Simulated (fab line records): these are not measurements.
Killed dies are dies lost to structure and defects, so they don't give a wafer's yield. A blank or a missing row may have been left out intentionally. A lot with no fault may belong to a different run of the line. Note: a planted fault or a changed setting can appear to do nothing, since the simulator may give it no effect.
Split-lot experiment | flow n5_finfet | route with 1938 steps; 7 lots, 21 wafers read

== SPLIT DETAILS ==
At N5_HKMG_FIN_HK_ALD_01 (deposits HfO2, target thk 1.6 nm, pulse time 3 s, purge time 3 s), the setting ald_cycles was moved away from the recipe's 30 on 2 of the 21 wafers read, by -16.7% to +10.0%. For the rest of the wafers, this setting stayed at what the recipe calls for.

== FROM THE SPLIT TO THE READING: what the file shows between them, 3 steps ==
- N5_HKMG_FIN_DEVELOP_48: develop time 30 s (also split here: develop_time_s)
- N5_HKMG_FIN_WET_ETCH_82: etches La2O3 in dHCl, stops on HfO2, target depth 2 nm, rinse time 30 s
- N5_HKMG_FIN_ALD_36: deposits TiN, target thk 1 nm, pulse time 1 s, purge time 3 s

== THE READING ==
HK_THK, in nm, at N5_HKMG_FIN_THK_MEAS_70 (measures by xrf). Fault-free wafers of this fab line usually give 1.613 nm, standard deviation 0.019 nm.

wafer  | tool, chamber at the split | ald_cycles as run | against the recipe | HK_THK, nm | against lot-mates on the recipe
L077.2 | ald_hk-02, 0,1,1           | 30                | recipe             | 1.584      | -
L077.4 | ald_hk-02, 0,1,1           | 30                | recipe             | 1.611      | -
L077.5 | ald_hk-02, 0,1,1           | 30                | recipe             | 1.619      | -
L082.1 | ald_hk-01, 0,2             | 30                | recipe             | 1.639      | -
L082.2 | ald_hk-01, 0,2             | 30                | recipe             | 1.609      | -
L082.4 | ald_hk-01, 1               | 25                | -16.7%             | 1.356      | -0.268
L083.2 | ald_hk-02, 2,1,0           | 30                | recipe             | 1.633      | -
L083.4 | ald_hk-02, 2,1,0           | 30                | recipe             | 1.580      | -
L083.5 | ald_hk-02, 2,1,0           | 30                | recipe             | 1.609      | -
L086.1 | ald_hk-03, 0,2,0           | 30                | recipe             | 1.628      | -
L086.3 | ald_hk-03, 0,2,0           | 30                | recipe             | 1.620      | -
L086.5 | ald_hk-03, 0,2,0           | 30                | recipe             | 1.638      | -
L087.1 | ald_hk-03, 3,1             | 30                | recipe             | 1.613      | -
L087.2 | ald_hk-03, 0               | 33                | +10.0%             | 1.798      | +0.169
L087.4 | ald_hk-03, 3,1             | 30                | recipe             | 1.645      | -
L090.2 | ald_hk-02, 1,0,2           | 30                | recipe             | 1.630      | -
L090.3 | ald_hk-02, 1,0,2           | 30                | recipe             | 1.612      | -
L090.5 | ald_hk-02, 1,0,2           | 30                | recipe             | 1.611      | -
L092.1 | ald_hk-01, 3,0,2           | 30                | recipe             | 1.649      | -
L092.2 | ald_hk-01, 3,0,2           | 30                | recipe             | 1.630      | -
L092.4 | ald_hk-01, 3,0,2           | 30                | recipe             | 1.627      | -
Rows listing several chambers each stand for several wafers; the file does not say which wafer went through which chamber.

THE FIT
A straight line over all 21 wafers: HK_THK changes by +0.0164 nm for each +1% of ald_cycles; r = +0.97; the points scatter about the line by 0.018 nm.
The same after taking each lot's own level away (the mean of its wafers on the recipe; 21 wafers): +0.0163 nm for each +1%; r = +0.98; scatter 0.014 nm.
Per that fit: largest ald_cycles move, reading shift of 0.27 nm.
The lots' own levels span 1.6047 to 1.6353 nm, that is 1.6 times the standard deviation above.
The two slopes agree, so the slope changes little with the lot-to-lot level.
Check: -0.282 nm against its lot-mates is what the line predicts for one of the wafers moved furthest among these (-16.7%) when that wafer is left out of the fit. Against them it came out at -0.268 nm.

== OTHER SPLITS APPLIED TO THESE WAFERS ==
Note: prior to the reading, these wafers also went through further splits. Each is held against what the fit with the lots' levels taken away leaves over:
other split on the same wafers        | wafers away from the commonest value | r with HK_THK (lot level and that fit taken away)
N5_SD_EPI_N_EXPOSE_06 dose_mj         | 6                                    | +0.12
N5_SDB_ETCH_18 source_w               | 3                                    | +0.32
N5_HKMG_FIN_DEVELOP_48 develop_time_s | 8                                    | -0.11

== FILE'S OWN FIT ==
HK_THK changes by +0.0163 nm for each +1% of ald_cycles, r = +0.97.
